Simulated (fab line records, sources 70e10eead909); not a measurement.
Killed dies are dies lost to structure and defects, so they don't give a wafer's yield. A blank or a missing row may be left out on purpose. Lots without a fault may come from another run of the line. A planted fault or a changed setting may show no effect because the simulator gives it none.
Chamber matching | flow nand_harc | NHARC_A_CONTACT_ETCH_31 on rie_diel-11: 4 sister chambers
The step etches the open film in O2/COS, target depth 2800 nm, time 728 s. 8 wafers are shown with their chamber, then 7 later ones without.

WAFERS WITH THEIR CHAMBER
wafer  | chamber | showerhead_plenum_p_Torr (Torr) | throttle_valve_pct (%)
L459.5 | 1       | 3.08                            | 28.342
L460.1 | 0       | 2.91                            | 28.329
L460.5 | 2       | 3.00                            | 28.324
L472.4 | 3       | 3.03                            | 28.328
L472.5 | 2       | 2.99                            | 28.336
L472.6 | 3       | 3.03                            | 28.318
L473.1 | 1       | 3.07                            | 28.336
L473.2 | 0       | 2.91                            | 28.324

WAFERS WITHOUT THEIR CHAMBER
wafer  | showerhead_plenum_p_Torr (Torr) | throttle_valve_pct (%)
L473.4 | 3.02                            | 28.325
L474.1 | 3.07                            | 28.327
L474.3 | 2.91                            | 28.331
L474.4 | 3.02                            | 28.329
L476.3 | 3.07                            | 28.345
L476.4 | 3.02                            | 28.331
L476.5 | 2.90                            | 28.335

WHICH CHAMBER EACH WENT THROUGH
wafer  | from the rows above | in truth
L473.4 | 3                   | 3
L474.1 | 1                   | 1
L474.3 | 0                   | 0
L474.4 | 3                   | 3
L476.3 | 1                   | 1
L476.4 | 3                   | 3
L476.5 | 0                   | 0
Placed correctly: 7 of 7. Can't be placed from these rows: 0. Placed wrongly: 0.
How it was worked out, from the rows above alone: a wafer's distance from a chamber is the root of the sum, over the readings, of the square of ((its reading less the chamber's mean) divided by the reading's scatter). The wafer belongs to the nearest chamber; if the next one is less than 2 further off, it can't be placed. A chamber's mean is the mean of its shown wafers. The scatter: the root of (the sum of the squares of (reading less its chamber's mean) over the shown wafers, divided by (wafers less chambers)).
